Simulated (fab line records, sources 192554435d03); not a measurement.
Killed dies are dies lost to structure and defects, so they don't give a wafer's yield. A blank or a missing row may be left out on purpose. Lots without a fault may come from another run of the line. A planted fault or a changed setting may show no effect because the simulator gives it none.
One fault seen from 2 desks | flow n5_finfet | each desk has only its own numbers; what lay behind them comes last

THE METROLOGY DESK
What the gauges read, lot by lot, whatever tool the lot ran on: means of the sampled wafers that have a number. A lot is out of limits, marked OUT, if its mean lies more than 4 standard deviations from the usual mean; the brackets give that distance. Of its 10 readings 7 are shown: those that lie furthest out on some lot.
Columns: A = DIBL_P at N5_BEOL_M4_RC_MEAS_101, usual 36.7 mV/V; B = IOFF_P at N5_BEOL_M4_RC_MEAS_101, usual 0.22 nA/um; C = ION_N at N5_BEOL_M4_RC_MEAS_101, usual 672 uA/um; D = ION_P at N5_BEOL_M4_RC_MEAS_101, usual 462 uA/um; E = SS_N at N5_BEOL_M4_RC_MEAS_101, usual 71.6 mV/dec; F = VT_N at N5_BEOL_M4_RC_MEAS_101, usual 250 mV; G = VT_P at N5_BEOL_M4_RC_MEAS_101, usual -250 mV
lot  | first seen here | A    | B    | C   | D   | E    | F   | G
L965 | day 9 15:41     | 34.7 | 0.16 | 657 | 448 | 71.1 | 255 | -257
L963 | day 10 02:23    | 34.8 | 0.21 | 684 | 477 | 70.6 | 251 | -249
L968 | day 10 21:10    | 37.4 | 0.20 | 674 | 458 | 71.7 | 251 | -254
L971 | day 11 17:17    | 32.9 | 0.16 | 649 | 447 | 71.5 | 256 | -252
L973 | day 11 17:41    | 36.6 | 0.26 | 666 | 463 | 72.1 | 250 | -247
L974 | day 12 08:23    | 34.4 | 0.18 | 658 | 454 | 71.4 | 253 | -252
L980 | day 13 09:16    | 38.1 | 0.25 | 677 | 462 | 71.9 | 249 | -248
L981 | day 14 07:06    | 38.7 | 0.24 | 666 | 458 | 71.6 | 253 | -248
L984 | day 14 16:10    | 38.7 | 0.24 | 681 | 465 | 71.9 | 249 | -249
This desk's finding: nothing out of limits on any of the 9 lots.

THE TOOL OWNER'S DESK: rie_si-05
The tool's own readings at N5_FIN_SAQP_MANDREL_ETCH_58 (etches a-Si in HBr/Cl2, stops on SiNx, target depth 45 nm, bt time 10 s, time 27 s): means of the sampled wafers that have a number, for each lot that ran on this tool. A lot is out of limits, marked OUT, if its mean lies more than 4 standard deviations from the usual mean; the brackets give that distance.
Columns: A = chamber_pressure_mTorr at N5_FIN_SAQP_MANDREL_ETCH_58, usual 10.000 mTorr; B = drypump_motor_current_A at N5_FIN_SAQP_MANDREL_ETCH_58, usual 5.5 A; C = oes_product_au at N5_FIN_SAQP_MANDREL_ETCH_58, usual 0.699 a.u.; D = rf_fwd_power_W at N5_FIN_SAQP_MANDREL_ETCH_58, usual 794 W; E = throttle_valve_pct at N5_FIN_SAQP_MANDREL_ETCH_58, usual 35.58 %
lot  | first seen here | A      | B   | C     | D             | E
L968 | day 3 18:54     | 9.993  | 5.7 | 0.710 | 794           | 35.50
L973 | day 5 03:18     | 9.996  | 5.7 | 0.706 | 991 (+55) OUT | 35.59
L974 | day 5 07:10     | 9.997  | 5.7 | 0.695 | 987 (+54) OUT | 35.52
L984 | day 7 18:20     | 10.006 | 5.7 | 0.697 | 795           | 35.41
This desk's finding: out of limits on L973, L974; first on L973, day 5 03:18 (rf_fwd_power_W at N5_FIN_SAQP_MANDREL_ETCH_58). In limits: L968, L984.

PUT TOGETHER
The tool owner's desk could have raised an alarm at day 5 03:18, on L973, L974.
The metrology desk saw nothing out of limits.
The metrology desk has L973, L974 on record, within its limits.
Of the lots named, all ran N5_FIN_SAQP_MANDREL_ETCH_58 on rie_si-05.

WHAT THE SIMULATOR HAD PUT IN
Process parameter drift: rie_si-05, from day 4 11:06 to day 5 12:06, at N5_FIN_SAQP_MANDREL_ETCH_58. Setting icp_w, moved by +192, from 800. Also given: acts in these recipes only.
Lots struck among those shown: L973, L974.
Hours from the fault's start to each desk's first reading out of limits: the tool owner's desk, 16.
